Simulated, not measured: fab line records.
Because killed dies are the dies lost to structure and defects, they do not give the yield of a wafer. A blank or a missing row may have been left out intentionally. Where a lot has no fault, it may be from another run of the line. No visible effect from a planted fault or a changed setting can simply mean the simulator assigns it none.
Which tool did it? || flow n5 finfet || 35 wafers from 12 lots sampled at 3 of the route's 1938 steps

WHAT EACH GAUGE READ, for each wafer
N5_PASSIVATION_OVL_MEAS_60. Usual: for TV_OVL the level is 3 nm and the standard deviation is 5.4.
{"lot": "L720", "measured": "day 11 14:04", "on": "overlay-02", "TV_OVL (nm)": "7 4 2", "flag": ""}
{"lot": "L721", "measured": "day 11 21:23", "on": "overlay-02", "TV_OVL (nm)": "7 4 5", "flag": ""}
{"lot": "L723", "measured": "day 11 21:25", "on": "overlay-02", "TV_OVL (nm)": "3 0 2", "flag": ""}
{"lot": "L724", "measured": "day 12 10:58", "on": "overlay-01", "TV_OVL (nm)": "5 3 -1", "flag": ""}
{"lot": "L726", "measured": "day 12 20:46", "on": "overlay-02", "TV_OVL (nm)": "-7 -10 -5", "flag": ""}
{"lot": "L725", "measured": "day 12 23:19", "on": "overlay-02", "TV_OVL (nm)": "2 5", "flag": ""}
{"lot": "L727", "measured": "day 13 18:43", "on": "overlay-01", "TV_OVL (nm)": "2 -5 8", "flag": ""}
{"lot": "L735", "measured": "day 15 01:29", "on": "overlay-01", "TV_OVL (nm)": "4 -3 8", "flag": ""}
{"lot": "L733", "measured": "day 15 01:56", "on": "overlay-01", "TV_OVL (nm)": "-2 -2 0", "flag": ""}
{"lot": "L734", "measured": "day 15 12:42", "on": "overlay-02", "TV_OVL (nm)": "7 3 2", "flag": ""}
{"lot": "L742", "measured": "day 17 10:35", "on": "overlay-02", "TV_OVL (nm)": "-5 1 -2", "flag": ""}
{"lot": "L743", "measured": "day 17 13:40", "on": "overlay-02", "TV_OVL (nm)": "4 2 -4", "flag": ""}

WHICH TOOL RAN EACH LOT (tool, then ch and the chambers of the sampled wafers, then the start)
{"lot": "L720", "N5_BEOL_M15_ETCH_38": "rie diel-06 ch 0,2,3, day 10 23:25", "N5_MIM_TOP_ETCH_PECVD_03": "pecvd-03 ch 0,1, day 11 08:10"}
{"lot": "L721", "N5_BEOL_M15_ETCH_38": "rie diel-03 ch 1,2, day 11 14:20", "N5_MIM_TOP_ETCH_PECVD_03": "pecvd-01 ch 0,2, day 11 19:03"}
{"lot": "L723", "N5_BEOL_M15_ETCH_38": "rie diel-06 ch 0,1,2, day 11 14:25", "N5_MIM_TOP_ETCH_PECVD_03": "pecvd-03 ch 0,2, day 11 19:16"}
{"lot": "L724", "N5_BEOL_M15_ETCH_38": "rie diel-03 ch 0,1,2, day 12 02:07", "N5_MIM_TOP_ETCH_PECVD_03": "pecvd-01 ch 1,2, day 12 07:01"}
{"lot": "L726", "N5_BEOL_M15_ETCH_38": "rie diel-06 ch 0,1,3, day 12 11:47", "N5_MIM_TOP_ETCH_PECVD_03": "pecvd-03 ch 0,2, day 12 18:39"}
{"lot": "L725", "N5_BEOL_M15_ETCH_38": "rie diel-02 ch 1,2, day 12 14:55", "N5_MIM_TOP_ETCH_PECVD_03": "pecvd-02 ch 1,2, day 12 19:46"}
{"lot": "L727", "N5_BEOL_M15_ETCH_38": "rie diel-06 ch 2,3, day 13 10:28", "N5_MIM_TOP_ETCH_PECVD_03": "pecvd-01 ch 1,2, day 13 16:40"}
{"lot": "L735", "N5_BEOL_M15_ETCH_38": "rie diel-02 ch 2,3, day 14 14:17", "N5_MIM_TOP_ETCH_PECVD_03": "pecvd-02 ch 0,2, day 14 21:11"}
{"lot": "L733", "N5_BEOL_M15_ETCH_38": "rie diel-06 ch 0,1,3, day 14 14:45", "N5_MIM_TOP_ETCH_PECVD_03": "pecvd-02 ch 0,1, day 14 21:16"}
{"lot": "L734", "N5_BEOL_M15_ETCH_38": "rie diel-02 ch 0,1,3, day 15 02:20", "N5_MIM_TOP_ETCH_PECVD_03": "pecvd-02 ch 1,2, day 15 08:47"}
{"lot": "L742", "N5_BEOL_M15_ETCH_38": "rie diel-02 ch 0,1, day 17 02:05", "N5_MIM_TOP_ETCH_PECVD_03": "pecvd-03 ch 0,2, day 17 08:29"}
{"lot": "L743", "N5_BEOL_M15_ETCH_38": "rie diel-03 ch 2,3, day 17 05:20", "N5_MIM_TOP_ETCH_PECVD_03": "pecvd-01 ch 0,2, day 17 09:41"}
- N5_BEOL_M15_ETCH_38: etches SiCN in CF4/N2, target depth 106.4 nm, time 120.5 s.
- N5_MIM_TOP_ETCH_PECVD_03: deposits SiNx from SiH4/NH3/N2, target thk 20 nm, time 17.6 s.

WHAT THE TOOLS THEMSELVES READ (means of the sampled wafers that have a number; where no wafer has one, the mark that the record gives instead)
N5_BEOL_M15_ETCH_38. Usual: drypump motor current A 5.91 A, standard deviation 0.29; oes product au 0.78 a.u., standard deviation 0.076; rf vpp V 382.3 V, standard deviation 1.7; showerhead plenum p Torr 2.20 Torr, standard deviation 0.056; throttle valve pct 15.41 %, standard deviation 0.22.
{"lot": "L720", "tool": "rie diel-06", "drypump motor current A (A)": 5.88, "oes product au (a.u.)": 0.70, "rf vpp V (V)": 383.0, "showerhead plenum p Torr (Torr)": 2.21, "throttle valve pct (%)": 15.62, "flag": ""}
{"lot": "L721", "tool": "rie diel-03", "drypump motor current A (A)": 5.67, "oes product au (a.u.)": 0.72, "rf vpp V (V)": 382.2, "showerhead plenum p Torr (Torr)": 2.20, "throttle valve pct (%)": 15.73, "flag": ""}
{"lot": "L723", "tool": "rie diel-06", "drypump motor current A (A)": 6.10, "oes product au (a.u.)": 0.75, "rf vpp V (V)": 382.1, "showerhead plenum p Torr (Torr)": 2.22, "throttle valve pct (%)": 15.39, "flag": ""}
{"lot": "L724", "tool": "rie diel-03", "drypump motor current A (A)": 5.74, "oes product au (a.u.)": 0.74, "rf vpp V (V)": 381.2, "showerhead plenum p Torr (Torr)": 2.17, "throttle valve pct (%)": 15.65, "flag": ""}
{"lot": "L726", "tool": "rie diel-06", "drypump motor current A (A)": 6.02, "oes product au (a.u.)": 0.73, "rf vpp V (V)": 382.9, "showerhead plenum p Torr (Torr)": 2.24, "throttle valve pct (%)": 15.55, "flag": ""}
{"lot": "L725", "tool": "rie diel-02", "drypump motor current A (A)": 5.98, "oes product au (a.u.)": 0.77, "rf vpp V (V)": 383.9, "showerhead plenum p Torr (Torr)": 2.25, "throttle valve pct (%)": 15.29, "flag": ""}
{"lot": "L727", "tool": "rie diel-06", "drypump motor current A (A)": 5.93, "oes product au (a.u.)": 0.69, "rf vpp V (V)": 381.2, "showerhead plenum p Torr (Torr)": 2.16, "throttle valve pct (%)": 15.62, "flag": ""}
{"lot": "L735", "tool": "rie diel-02", "drypump motor current A (A)": 6.07, "oes product au (a.u.)": 0.81, "rf vpp V (V)": 381.2, "showerhead plenum p Torr (Torr)": 2.17, "throttle valve pct (%)": 15.29, "flag": ""}
{"lot": "L733", "tool": "rie diel-06", "drypump motor current A (A)": 6.01, "oes product au (a.u.)": 0.82, "rf vpp V (V)": 383.9, "showerhead plenum p Torr (Torr)": 2.23, "throttle valve pct (%)": 15.41, "flag": ""}
{"lot": "L734", "tool": "rie diel-02", "drypump motor current A (A)": 5.89, "oes product au (a.u.)": 0.81, "rf vpp V (V)": 382.3, "showerhead plenum p Torr (Torr)": 2.21, "throttle valve pct (%)": 15.28, "flag": ""}
{"lot": "L742", "tool": "rie diel-02", "drypump motor current A (A)": 5.63, "oes product au (a.u.)": 0.79, "rf vpp V (V)": 382.9, "showerhead plenum p Torr (Torr)": 2.20, "throttle valve pct (%)": 15.31, "flag": ""}
{"lot": "L743", "tool": "rie diel-03", "drypump motor current A (A)": 5.89, "oes product au (a.u.)": 0.83, "rf vpp V (V)": 383.4, "showerhead plenum p Torr (Torr)": 2.23, "throttle valve pct (%)": 15.18, "flag": ""}

N5_MIM_TOP_ETCH_PECVD_03. Usual: heater power w 783 W, standard deviation 81; showerhead plenum p Torr 5.133 Torr, standard deviation 0.026; throttle valve pct 41.1 %, standard deviation 2.7.
{"lot": "L720", "tool": "pecvd-03", "heater power w (W)": 709, "showerhead plenum p Torr (Torr)": 5.108, "throttle valve pct (%)": 41.6, "flag": ""}
{"lot": "L721", "tool": "pecvd-01", "heater power w (W)": 827, "showerhead plenum p Torr (Torr)": 5.115, "throttle valve pct (%)": 39.8, "flag": ""}
{"lot": "L723", "tool": "pecvd-03", "heater power w (W)": 685, "showerhead plenum p Torr (Torr)": 5.159, "throttle valve pct (%)": 38.6, "flag": ""}
{"lot": "L724", "tool": "pecvd-01", "heater power w (W)": 733, "showerhead plenum p Torr (Torr)": 5.146, "throttle valve pct (%)": 38.0, "flag": ""}
{"lot": "L726", "tool": "pecvd-03", "heater power w (W)": 622, "showerhead plenum p Torr (Torr)": 5.152, "throttle valve pct (%)": 39.5, "flag": ""}
{"lot": "L725", "tool": "pecvd-02", "heater power w (W)": 856, "showerhead plenum p Torr (Torr)": 5.124, "throttle valve pct (%)": 41.2, "flag": ""}
{"lot": "L727", "tool": "pecvd-01", "heater power w (W)": 791, "showerhead plenum p Torr (Torr)": 5.125, "throttle valve pct (%)": 39.3, "flag": ""}
{"lot": "L735", "tool": "pecvd-02", "heater power w (W)": 825, "showerhead plenum p Torr (Torr)": 5.157, "throttle valve pct (%)": 44.5, "flag": ""}
{"lot": "L733", "tool": "pecvd-02", "heater power w (W)": 829, "showerhead plenum p Torr (Torr)": 5.121, "throttle valve pct (%)": 42.3, "flag": ""}
{"lot": "L734", "tool": "pecvd-02", "heater power w (W)": 853, "showerhead plenum p Torr (Torr)": 5.129, "throttle valve pct (%)": 41.2, "flag": ""}
{"lot": "L742", "tool": "pecvd-03", "heater power w (W)": 651, "showerhead plenum p Torr (Torr)": 5.145, "throttle valve pct (%)": 40.0, "flag": ""}
{"lot": "L743", "tool": "pecvd-01", "heater power w (W)": 749, "showerhead plenum p Torr (Torr)": 5.116, "throttle valve pct (%)": 39.8, "flag": ""}

THE ANSWER, worked out from the rows above alone
Rule: a lot is off if the mean of its wafers that have a number lies more than 3 standard deviations from the usual mean. A lot without any number at a reading at which 4 lots or more have one is off too. Where the step has rows for the other lots, those lots are counted as sound. Order of review: gauges by route order, followed by the tools' own readings, for which a lot's mean as printed above is used. The first step at which some lot is off is used, and at that step the reading that is off furthest; a lot without a number counts as furthest.
No lot is off at any reading shown: from this, nothing can be told.

WHAT THE SIMULATOR HAD INSERTED
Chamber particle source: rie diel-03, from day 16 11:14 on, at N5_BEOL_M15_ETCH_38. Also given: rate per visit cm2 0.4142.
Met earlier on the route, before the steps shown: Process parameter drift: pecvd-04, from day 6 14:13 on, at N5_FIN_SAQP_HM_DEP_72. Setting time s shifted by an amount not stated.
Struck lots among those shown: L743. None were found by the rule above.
